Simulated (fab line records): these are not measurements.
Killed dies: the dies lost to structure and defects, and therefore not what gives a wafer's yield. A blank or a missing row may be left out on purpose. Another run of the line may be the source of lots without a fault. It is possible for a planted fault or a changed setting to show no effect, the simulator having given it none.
Chamber matching ; flow nandHarc ; 4 sister chambers for NHARC_P_M2_ETCH_35 on rieDiel-13
The step etches the open film in N2/H2, target depth 40 nm, overetch 12 nm, time 43.94 s. 14 wafers are shown with their chamber, then 7 later ones without.

== WAFERS PAIRED WITH THEIR CHAMBERS ==
wafer;chamber;showerheadPlenumPTorr (Torr);drypumpMotorCurrentA (A);rfVppV (V)
L399.1;1;2.13;4.9;434.4
L399.5;3;2.08;6.1;432.4
L399.6;2;2.05;6.5;430.8
L402.2;0;2.03;6.3;429.6
L402.3;3;2.08;6.1;430.9
L402.6;0;2.03;6.3;430.3
L403.1;1;2.12;4.8;432.9
L403.2;0;2.03;6.3;430.2
L403.6;1;2.12;4.8;432.2
L404.1;2;2.05;6.5;431.8
L404.3;3;2.08;6.1;431.3
L404.5;0;2.03;6.2;431.0
L405.2;3;2.08;6.1;432.1
L405.3;0;2.03;6.3;431.3

SIGNATURES (means of the wafers above)
reading;chamber 0;chamber 1;chamber 2;chamber 3;scatter within a chamber
showerheadPlenumPTorr;2.0300;2.1233;2.0500;2.0800;0.00258
drypumpMotorCurrentA;6.280;4.833;6.500;6.100;0.0383
rfVppV;430.480;433.167;431.300;431.675;0.794
Rule: for each reading, subtract the chamber's mean from the wafer's reading, divide by that reading's scatter and square the result; add these up over the readings and take the root, which gives the wafer's distance from the chamber. The wafer belongs to the nearest chamber; if the next one is less than 2 further off, it can't be placed. The scatter is the square root of a quotient: the sum, over the shown wafers, of each reading's squared deviation from its chamber's mean, divided by wafers minus chambers.

== WAFERS WITH NO CHAMBER GIVEN ==
wafer;showerheadPlenumPTorr (Torr);drypumpMotorCurrentA (A);rfVppV (V)
L405.6;2.03;6.2;428.5
L408.1;2.12;4.8;431.4
L408.2;2.08;6.1;431.4
L408.3;2.05;6.5;430.8
L409.1;2.08;6.1;432.2
L409.2;2.12;4.8;432.5
L409.5;2.12;4.8;432.4

== THE CHAMBER EACH PASSED THROUGH ==
wafer;from the rows above;in truth
L405.6;0;0
L408.1;1;1
L408.2;3;3
L408.3;2;2
L409.1;3;3
L409.2;1;1
L409.5;1;1
Placed correctly: 7 of 7. From these rows, 0 cannot be placed. Wrongly placed: 0.
